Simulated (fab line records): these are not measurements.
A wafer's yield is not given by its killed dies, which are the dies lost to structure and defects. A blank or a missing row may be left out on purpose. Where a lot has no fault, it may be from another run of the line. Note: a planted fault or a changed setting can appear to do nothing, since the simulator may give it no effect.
Which tool is to blame? :: flow n5 finfet :: 24 lots, 72 wafers sampled, at 4 steps of a route of 1938

== WHAT EACH GAUGE READ, for each wafer ==
N5_BEOL_M6_INSPECT_13: inspects for defects (brightfield). Usual: 410 for raw defect count, sd 97.
lot: L074
measured: day 8 15:29
on: defect inspect-01
raw defect count: 429 389 496
flag: 

lot: L075
measured: day 8 23:49
on: defect inspect-01
raw defect count: 286 487 313
flag: 

lot: L076
measured: day 9 07:52
on: defect inspect-01
raw defect count: 364 371 489
flag: 

lot: L077
measured: day 9 19:35
on: defect inspect-01
raw defect count: 489 419 546
flag: 

lot: L081
measured: day 10 00:51
on: defect inspect-02
raw defect count: 422 518 374
flag: 

lot: L079
measured: day 10 03:16
on: defect inspect-01
raw defect count: 242 314 463
flag: 

lot: L080
measured: day 10 03:26
on: defect inspect-02
raw defect count: 357 304 398
flag: 

lot: L078
measured: day 10 03:52
on: defect inspect-02
raw defect count: 670 623 734
flag: 

lot: L082
measured: day 10 09:10
on: defect inspect-02
raw defect count: 500 395 356
flag: 

lot: L083
measured: day 10 18:20
on: defect inspect-02
raw defect count: 413 440 270
flag: 

lot: L084
measured: day 11 01:39
on: defect inspect-02
raw defect count: 408 329 268
flag: 

lot: L085
measured: day 11 21:07
on: defect inspect-01
raw defect count: 401 407 332
flag: 

lot: L087
measured: day 11 21:17
on: defect inspect-01
raw defect count: 427 347 374
flag: 

lot: L086
measured: day 12 07:18
on: defect inspect-01
raw defect count: 341 513 400
flag: 

lot: L089
measured: day 12 08:46
on: defect inspect-01
raw defect count: 374 580 476
flag: 

lot: L091
measured: day 12 11:23
on: defect inspect-01
raw defect count: 508 362 376
flag: 

lot: L088
measured: day 12 18:32
on: defect inspect-01
raw defect count: 541 410 579
flag: 

lot: L090
measured: day 12 16:25
on: defect inspect-02
raw defect count: 338 307 330
flag: 

lot: L093
measured: day 13 02:45
on: defect inspect-01
raw defect count: 359 335 395
flag: 

lot: L092
measured: day 13 14:37
on: defect inspect-02
raw defect count: 311 446 259
flag: 

lot: L094
measured: day 13 21:30
on: defect inspect-01
raw defect count: 438 412 569
flag: 

lot: L096
measured: day 14 12:59
on: defect inspect-02
raw defect count: 447 501 529
flag: 

lot: L095
measured: day 14 13:08
on: defect inspect-01
raw defect count: 447 408 412
flag: 

lot: L097
measured: day 14 16:30
on: defect inspect-02
raw defect count: 486 408 349
flag: 

== WHICH TOOL RAN EACH LOT (tool, then ch and the chambers of the sampled wafers, then the start) ==
lot: L074
N5_BEOL_M5_DEGAS_44: pvd sputter-03, day 8 08:10
N5_BEOL_M5_ANNEAL_49: pvd sputter-03, day 8 08:58
N5_BEOL_M6_ILD_DEP_00: pecvd-01 ch 0,1,2, day 8 14:21

lot: L075
N5_BEOL_M5_DEGAS_44: pvd sputter-02, day 8 14:50
N5_BEOL_M5_ANNEAL_49: pvd sputter-01, day 8 15:56
N5_BEOL_M6_ILD_DEP_00: pecvd-03 ch 0,2, day 8 21:25

lot: L076
N5_BEOL_M5_DEGAS_44: pvd sputter-02, day 8 23:28
N5_BEOL_M5_ANNEAL_49: pvd sputter-01, day 9 00:14
N5_BEOL_M6_ILD_DEP_00: pecvd-04 ch 1,2, day 9 05:54

lot: L077
N5_BEOL_M5_DEGAS_44: pvd sputter-03, day 9 11:47
N5_BEOL_M5_ANNEAL_49: pvd sputter-02, day 9 12:44
N5_BEOL_M6_ILD_DEP_00: pecvd-04 ch 0,1, day 9 18:10

lot: L081
N5_BEOL_M5_DEGAS_44: pvd sputter-01, day 9 15:20
N5_BEOL_M5_ANNEAL_49: pvd sputter-03, day 9 16:10
N5_BEOL_M6_ILD_DEP_00: pecvd-04 ch 0,1, day 9 21:32

lot: L079
N5_BEOL_M5_DEGAS_44: pvd sputter-01, day 9 18:52
N5_BEOL_M5_ANNEAL_49: pvd sputter-01, day 9 19:35
N5_BEOL_M6_ILD_DEP_00: pecvd-04 ch 0,1, day 10 01:00

lot: L080
N5_BEOL_M5_DEGAS_44: pvd sputter-02, day 9 18:59
N5_BEOL_M5_ANNEAL_49: pvd sputter-02, day 9 19:44
N5_BEOL_M6_ILD_DEP_00: pecvd-04 ch 0,1, day 10 01:13

lot: L078
N5_BEOL_M5_DEGAS_44: pvd sputter-02, day 9 19:04
N5_BEOL_M5_ANNEAL_49: pvd sputter-03, day 9 21:04
N5_BEOL_M6_ILD_DEP_00: pecvd-04 ch 0,1, day 10 02:38

lot: L082
N5_BEOL_M5_DEGAS_44: pvd sputter-02, day 10 00:23
N5_BEOL_M5_ANNEAL_49: pvd sputter-02, day 10 01:14
N5_BEOL_M6_ILD_DEP_00: pecvd-01 ch 0,1,2, day 10 06:37

lot: L083
N5_BEOL_M5_DEGAS_44: pvd sputter-02, day 10 08:58
N5_BEOL_M5_ANNEAL_49: pvd sputter-01, day 10 10:07
N5_BEOL_M6_ILD_DEP_00: pecvd-04 ch 0,2, day 10 16:02

lot: L084
N5_BEOL_M5_DEGAS_44: pvd sputter-01, day 10 15:07
N5_BEOL_M5_ANNEAL_49: pvd sputter-02, day 10 17:08
N5_BEOL_M6_ILD_DEP_00: pecvd-03 ch 0,1,2, day 10 22:31

lot: L085
N5_BEOL_M5_DEGAS_44: pvd sputter-03, day 11 12:18
N5_BEOL_M5_ANNEAL_49: pvd sputter-01, day 11 12:59
N5_BEOL_M6_ILD_DEP_00: pecvd-03 ch 0,2, day 11 18:22

lot: L087
N5_BEOL_M5_DEGAS_44: pvd sputter-01, day 11 12:49
N5_BEOL_M5_ANNEAL_49: pvd sputter-02, day 11 13:28
N5_BEOL_M6_ILD_DEP_00: pecvd-04 ch 0,1,2, day 11 18:53

lot: L086
N5_BEOL_M5_DEGAS_44: pvd sputter-02, day 11 21:23
N5_BEOL_M5_ANNEAL_49: pvd sputter-03, day 11 22:10
N5_BEOL_M6_ILD_DEP_00: pecvd-04 ch 0,2, day 12 03:40

lot: L089
N5_BEOL_M5_DEGAS_44: pvd sputter-01, day 12 01:01
N5_BEOL_M5_ANNEAL_49: pvd sputter-02, day 12 01:55
N5_BEOL_M6_ILD_DEP_00: pecvd-03 ch 0,1, day 12 07:19

lot: L091
N5_BEOL_M5_DEGAS_44: pvd sputter-03, day 12 03:02
N5_BEOL_M5_ANNEAL_49: pvd sputter-03, day 12 03:52
N5_BEOL_M6_ILD_DEP_00: pecvd-01 ch 1,2, day 12 09:15

lot: L088
N5_BEOL_M5_DEGAS_44: pvd sputter-03, day 12 03:28
N5_BEOL_M5_ANNEAL_49: pvd sputter-01, day 12 05:56
N5_BEOL_M6_ILD_DEP_00: pecvd-01 ch 0,2, day 12 15:19

lot: L090
N5_BEOL_M5_DEGAS_44: pvd sputter-02, day 12 07:40
N5_BEOL_M5_ANNEAL_49: pvd sputter-02, day 12 08:32
N5_BEOL_M6_ILD_DEP_00: pecvd-01 ch 0,1,2, day 12 14:16

lot: L093
N5_BEOL_M5_DEGAS_44: pvd sputter-03, day 12 18:19
N5_BEOL_M5_ANNEAL_49: pvd sputter-01, day 12 19:09
N5_BEOL_M6_ILD_DEP_00: pecvd-01 ch 1,2, day 13 00:32

lot: L092
N5_BEOL_M5_DEGAS_44: pvd sputter-01, day 13 04:44
N5_BEOL_M5_ANNEAL_49: pvd sputter-03, day 13 06:52
N5_BEOL_M6_ILD_DEP_00: pecvd-04 ch 0,1,2, day 13 12:16

lot: L094
N5_BEOL_M5_DEGAS_44: pvd sputter-01, day 13 12:54
N5_BEOL_M5_ANNEAL_49: pvd sputter-03, day 13 13:43
N5_BEOL_M6_ILD_DEP_00: pecvd-01 ch 0,1, day 13 19:20

lot: L096
N5_BEOL_M5_DEGAS_44: pvd sputter-03, day 14 04:08
N5_BEOL_M5_ANNEAL_49: pvd sputter-01, day 14 04:50
N5_BEOL_M6_ILD_DEP_00: pecvd-01 ch 0,2, day 14 10:14

lot: L095
N5_BEOL_M5_DEGAS_44: pvd sputter-03, day 14 04:41
N5_BEOL_M5_ANNEAL_49: pvd sputter-03, day 14 05:31
N5_BEOL_M6_ILD_DEP_00: pecvd-03 ch 0,1,2, day 14 10:55

lot: L097
N5_BEOL_M5_DEGAS_44: pvd sputter-02, day 14 08:40
N5_BEOL_M5_ANNEAL_49: pvd sputter-01, day 14 09:27
N5_BEOL_M6_ILD_DEP_00: pecvd-03 ch 0,1,2, day 14 14:50
- N5_BEOL_M5_DEGAS_44: time 60 s.
- N5_BEOL_M5_ANNEAL_49: time 1800 s.
- N5_BEOL_M6_ILD_DEP_00: deposits SiCOH lowk from DEMS/porogen, target thk 179.75 nm, time 33.4 s.

== WHAT THE TOOLS THEMSELVES READ (means of the sampled wafers that have a number; where no wafer has one, the mark that the record gives instead) ==
N5_BEOL_M5_DEGAS_44. Usual: heater power w 350 W, standard deviation 22; susceptor temp C 250.01 C, standard deviation 0.16.
lot: L074
tool: pvd sputter-03
heater power w (W): 353
susceptor temp C (C): 250.01
flag: 

lot: L075
tool: pvd sputter-02
heater power w (W): 356
susceptor temp C (C): 249.99
flag: 

lot: L076
tool: pvd sputter-02
heater power w (W): 360
susceptor temp C (C): 249.83
flag: 

lot: L077
tool: pvd sputter-03
heater power w (W): 355
susceptor temp C (C): 250.12
flag: 

lot: L081
tool: pvd sputter-01
heater power w (W): 332
susceptor temp C (C): 250.16
flag: 

lot: L079
tool: pvd sputter-01
heater power w (W): 341
susceptor temp C (C): 250.13
flag: 

lot: L080
tool: pvd sputter-02
heater power w (W): 351
susceptor temp C (C): 249.92
flag: 

lot: L078
tool: pvd sputter-02
heater power w (W): 353
susceptor temp C (C): 249.92
flag: 

lot: L082
tool: pvd sputter-02
heater power w (W): 368
susceptor temp C (C): 250.02
flag: 

lot: L083
tool: pvd sputter-02
heater power w (W): 355
susceptor temp C (C): 249.91
flag: 

lot: L084
tool: pvd sputter-01
heater power w (W): 323
susceptor temp C (C): 250.21
flag: 

lot: L085
tool: pvd sputter-03
heater power w (W): 333
susceptor temp C (C): 249.95
flag: 

lot: L087
tool: pvd sputter-01
heater power w (W): 342
susceptor temp C (C): 249.95
flag: 

lot: L086
tool: pvd sputter-02
heater power w (W): 353
susceptor temp C (C): 250.19
flag: 

lot: L089
tool: pvd sputter-01
heater power w (W): 341
susceptor temp C (C): 249.94
flag: 

lot: L091
tool: pvd sputter-03
heater power w (W): 350
susceptor temp C (C): 249.85
flag: 

lot: L088
tool: pvd sputter-03
heater power w (W): 373
susceptor temp C (C): 250.03
flag: 

lot: L090
tool: pvd sputter-02
heater power w (W): 351
susceptor temp C (C): 250.03
flag: 

lot: L093
tool: pvd sputter-03
heater power w (W): 330
susceptor temp C (C): 250.10
flag: 

lot: L092
tool: pvd sputter-01
heater power w (W): 340
susceptor temp C (C): 249.95
flag: 

lot: L094
tool: pvd sputter-01
heater power w (W): 339
susceptor temp C (C): 250.00
flag: 

lot: L096
tool: pvd sputter-03
heater power w (W): 335
susceptor temp C (C): 250.10
flag: 

lot: L095
tool: pvd sputter-03
heater power w (W): 352
susceptor temp C (C): 250.00
flag: 

lot: L097
tool: pvd sputter-02
heater power w (W): 345
susceptor temp C (C): 249.91
flag: 

N5_BEOL_M5_ANNEAL_49. Usual: heater power w 868 W, standard deviation 58; susceptor temp C 400.01 C, standard deviation 0.24.
lot: L074
tool: pvd sputter-03
heater power w (W): 900
susceptor temp C (C): 400.15
flag: 

lot: L075
tool: pvd sputter-01
heater power w (W): 860
susceptor temp C (C): 399.99
flag: 

lot: L076
tool: pvd sputter-01
heater power w (W): 841
susceptor temp C (C): 399.95
flag: 

lot: L077
tool: pvd sputter-02
heater power w (W): 921
susceptor temp C (C): 400.05
flag: 

lot: L081
tool: pvd sputter-03
heater power w (W): 875
susceptor temp C (C): 400.06
flag: 

lot: L079
tool: pvd sputter-01
heater power w (W): 809
susceptor temp C (C): 400.16
flag: 

lot: L080
tool: pvd sputter-02
heater power w (W): 877
susceptor temp C (C): 399.95
flag: 

lot: L078
tool: pvd sputter-03
heater power w (W): 830
susceptor temp C (C): 399.81
flag: 

lot: L082
tool: pvd sputter-02
heater power w (W): 889
susceptor temp C (C): 399.99
flag: 

lot: L083
tool: pvd sputter-01
heater power w (W): 871
susceptor temp C (C): 400.06
flag: 

lot: L084
tool: pvd sputter-02
heater power w (W): 898
susceptor temp C (C): 399.83
flag: 

lot: L085
tool: pvd sputter-01
heater power w (W): 821
susceptor temp C (C): 400.15
flag: 

lot: L087
tool: pvd sputter-02
heater power w (W): 875
susceptor temp C (C): 399.86
flag: 

lot: L086
tool: pvd sputter-03
heater power w (W): 834
susceptor temp C (C): 400.02
flag: 

lot: L089
tool: pvd sputter-02
heater power w (W): 865
susceptor temp C (C): 399.96
flag: 

lot: L091
tool: pvd sputter-03
heater power w (W): 931
susceptor temp C (C): 400.21
flag: 

lot: L088
tool: pvd sputter-01
heater power w (W): 863
susceptor temp C (C): 399.99
flag: 

lot: L090
tool: pvd sputter-02
heater power w (W): 877
susceptor temp C (C): 399.75
flag: 

lot: L093
tool: pvd sputter-01
heater power w (W): 860
susceptor temp C (C): 400.15
flag: 

lot: L092
tool: pvd sputter-03
heater power w (W): 832
susceptor temp C (C): 399.87
flag: 

lot: L094
tool: pvd sputter-03
heater power w (W): 890
susceptor temp C (C): 399.86
flag: 

lot: L096
tool: pvd sputter-01
heater power w (W): 812
susceptor temp C (C): 400.30
flag: 

lot: L095
tool: pvd sputter-03
heater power w (W): 892
susceptor temp C (C): 400.01
flag: 

lot: L097
tool: pvd sputter-01
heater power w (W): 823
susceptor temp C (C): 399.70
flag: 

N5_BEOL_M6_ILD_DEP_00. Usual: heater power w 312 W, standard deviation 62; showerhead plenum p Torr 5.744 Torr, standard deviation 0.014; susceptor temp C 300.00 C, standard deviation 0.19; throttle valve pct 14.3 %, standard deviation 0.92.
lot: L074
tool: pecvd-01
heater power w (W): 364
showerhead plenum p Torr (Torr): 5.733
susceptor temp C (C): 300.08
throttle valve pct (%): 14.2
flag: 

lot: L075
tool: pecvd-03
heater power w (W): 338
showerhead plenum p Torr (Torr): 5.733
susceptor temp C (C): 299.99
throttle valve pct (%): 14.0
flag: 

lot: L076
tool: pecvd-04
heater power w (W): 335
showerhead plenum p Torr (Torr): 5.754
susceptor temp C (C): 299.78
throttle valve pct (%): 14.6
flag: 

lot: L077
tool: pecvd-04
heater power w (W): 282
showerhead plenum p Torr (Torr): 5.751
susceptor temp C (C): 300.04
throttle valve pct (%): 15.1
flag: 

lot: L081
tool: pecvd-04
heater power w (W): 324
showerhead plenum p Torr (Torr): 5.746
susceptor temp C (C): 299.89
throttle valve pct (%): 15.0
flag: 

lot: L079
tool: pecvd-04
heater power w (W): 334
showerhead plenum p Torr (Torr): 5.755
susceptor temp C (C): 300.06
throttle valve pct (%): 15.0
flag: 

lot: L080
tool: pecvd-04
heater power w (W): 307
showerhead plenum p Torr (Torr): 5.757
susceptor temp C (C): 299.98
throttle valve pct (%): 15.0
flag: 

lot: L078
tool: pecvd-04
heater power w (W): 324
showerhead plenum p Torr (Torr): 5.745
susceptor temp C (C): 300.04
throttle valve pct (%): 14.8
flag: 

lot: L082
tool: pecvd-01
heater power w (W): 316
showerhead plenum p Torr (Torr): 5.738
susceptor temp C (C): 299.99
throttle valve pct (%): 14.3
flag: 

lot: L083
tool: pecvd-04
heater power w (W): 242
showerhead plenum p Torr (Torr): 5.754
susceptor temp C (C): 299.75
throttle valve pct (%): 13.7
flag: 

lot: L084
tool: pecvd-03
heater power w (W): 331
showerhead plenum p Torr (Torr): 5.749
susceptor temp C (C): 300.14
throttle valve pct (%): 13.5
flag: 

lot: L085
tool: pecvd-03
heater power w (W): 316
showerhead plenum p Torr (Torr): 5.740
susceptor temp C (C): 299.92
throttle valve pct (%): 14.0
flag: 

lot: L087
tool: pecvd-04
heater power w (W): 283
showerhead plenum p Torr (Torr): 5.754
susceptor temp C (C): 299.90
throttle valve pct (%): 14.3
flag: 

lot: L086
tool: pecvd-04
heater power w (W): 207
showerhead plenum p Torr (Torr): 5.740
susceptor temp C (C): 299.97
throttle valve pct (%): 14.3
flag: 

lot: L089
tool: pecvd-03
heater power w (W): 332
showerhead plenum p Torr (Torr): 5.741
susceptor temp C (C): 299.98
throttle valve pct (%): 13.7
flag: 

lot: L091
tool: pecvd-01
heater power w (W): 330
showerhead plenum p Torr (Torr): 5.735
susceptor temp C (C): 300.25
throttle valve pct (%): 15.0
flag: 

lot: L088
tool: pecvd-01
heater power w (W): 351
showerhead plenum p Torr (Torr): 5.731
susceptor temp C (C): 299.96
throttle valve pct (%): 13.7
flag: 

lot: L090
tool: pecvd-01
heater power w (W): 310
showerhead plenum p Torr (Torr): 5.746
susceptor temp C (C): 300.00
throttle valve pct (%): 14.3
flag: 

lot: L093
tool: pecvd-01
heater power w (W): 319
showerhead plenum p Torr (Torr): 5.742
susceptor temp C (C): 299.83
throttle valve pct (%): 14.9
flag: 

lot: L092
tool: pecvd-04
heater power w (W): 264
showerhead plenum p Torr (Torr): 5.744
susceptor temp C (C): 299.89
throttle valve pct (%): 14.4
flag: 

lot: L094
tool: pecvd-01
heater power w (W): 367
showerhead plenum p Torr (Torr): 5.738
susceptor temp C (C): 300.17
throttle valve pct (%): 15.2
flag: 

lot: L096
tool: pecvd-01
heater power w (W): 332
showerhead plenum p Torr (Torr): 5.734
susceptor temp C (C): 300.01
throttle valve pct (%): 13.7
flag: 

lot: L095
tool: pecvd-03
heater power w (W): 324
showerhead plenum p Torr (Torr): 5.737
susceptor temp C (C): 300.03
throttle valve pct (%): 13.8
flag: 

lot: L097
tool: pecvd-03
heater power w (W): 330
showerhead plenum p Torr (Torr): 5.744
susceptor temp C (C): 300.09
throttle valve pct (%): 13.8
flag: 

== THE ANSWER, worked out from the rows above alone ==
Rule: a lot is off if the mean of its wafers that have a number lies more than 3 standard deviations from the usual mean. Also off: a lot with no number at a reading for which 4 or more lots have one. The other lots that the step has rows for count as sound. After the gauges, taken in route order, come the tools' own readings; for these a lot's mean is taken, as printed above. The first step at which some lot is off is used, and at that step the reading that is off furthest; a lot without a number counts as furthest.
None of the lots is off at any reading shown; this tells nothing.

== WHAT HAD BEEN PUT IN BY THE SIMULATOR ==
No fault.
